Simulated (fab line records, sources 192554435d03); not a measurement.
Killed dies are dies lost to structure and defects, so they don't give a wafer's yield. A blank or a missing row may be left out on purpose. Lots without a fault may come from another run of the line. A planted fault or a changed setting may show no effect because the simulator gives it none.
Chamber matching | flow n5_finfet | N5_BEOL_M1_STRIP_19 on rie_diel-03: 4 sister chambers
The step strips in O2. 14 wafers are shown with their chamber, then 6 later ones without.

WAFERS WITH THEIR CHAMBER
wafer  | chamber | showerhead_plenum_p_Torr (Torr) | drypump_motor_current_A (A) | throttle_valve_pct (%)
L074.1 | 0       | 2.20                            | 5.4                         | 17.08
L074.2 | 3       | 2.01                            | 5.2                         | 16.77
L074.3 | 1       | 2.06                            | 5.0                         | 17.04
L074.4 | 2       | 2.07                            | 5.9                         | 17.29
L074.5 | 1       | 2.06                            | 5.1                         | 17.06
L074.6 | 0       | 2.20                            | 5.4                         | 17.07
L075.1 | 0       | 2.20                            | 5.4                         | 17.05
L075.4 | 3       | 2.01                            | 5.2                         | 16.75
L075.6 | 2       | 2.07                            | 5.9                         | 17.27
L079.1 | 2       | 2.07                            | 5.9                         | 17.29
L079.2 | 3       | 2.01                            | 5.2                         | 16.77
L079.3 | 0       | 2.20                            | 5.4                         | 17.08
L086.3 | 0       | 2.19                            | 5.4                         | 17.09
L086.5 | 1       | 2.05                            | 5.1                         | 17.06

SIGNATURES (means of the wafers above)
reading                  | chamber 0 | chamber 1 | chamber 2 | chamber 3 | scatter within a chamber
showerhead_plenum_p_Torr | 2.1980    | 2.0567    | 2.0700    | 2.0100    | 0.00383
drypump_motor_current_A  | 5.400     | 5.067     | 5.900     | 5.200     | 0.0258
throttle_valve_pct       | 17.0740   | 17.0533   | 17.2833   | 16.7633   | 0.0131
Rule: a wafer's distance from a chamber is the root of the sum, over the readings, of the square of ((its reading less the chamber's mean) divided by the reading's scatter). The wafer belongs to the nearest chamber; if the next one is less than 2 further off, it can't be placed. The scatter: the root of (the sum of the squares of (reading less its chamber's mean) over the shown wafers, divided by (wafers less chambers)).

WAFERS WITHOUT THEIR CHAMBER
wafer  | showerhead_plenum_p_Torr (Torr) | drypump_motor_current_A (A) | throttle_valve_pct (%)
L087.3 | 2.05                            | 5.1                         | 17.09
L087.4 | 2.06                            | 5.9                         | 16.79
L087.5 | 2.06                            | 5.9                         | 16.80
L097.1 | 1.99                            | 5.2                         | 16.85
L097.3 | 2.18                            | 5.4                         | 17.16
L097.5 | 2.05                            | 5.9                         | 16.83

WHICH CHAMBER EACH WENT THROUGH
wafer  | from the rows above | in truth
L087.3 | 1                   | 1
L087.4 | 3                   | 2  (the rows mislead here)
L087.5 | 3                   | 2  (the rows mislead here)
L097.1 | 3                   | 3
L097.3 | 0                   | 0
L097.5 | 3                   | 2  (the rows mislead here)
Placed correctly: 3 of 6. Can't be placed from these rows: 0. Placed wrongly: 3.
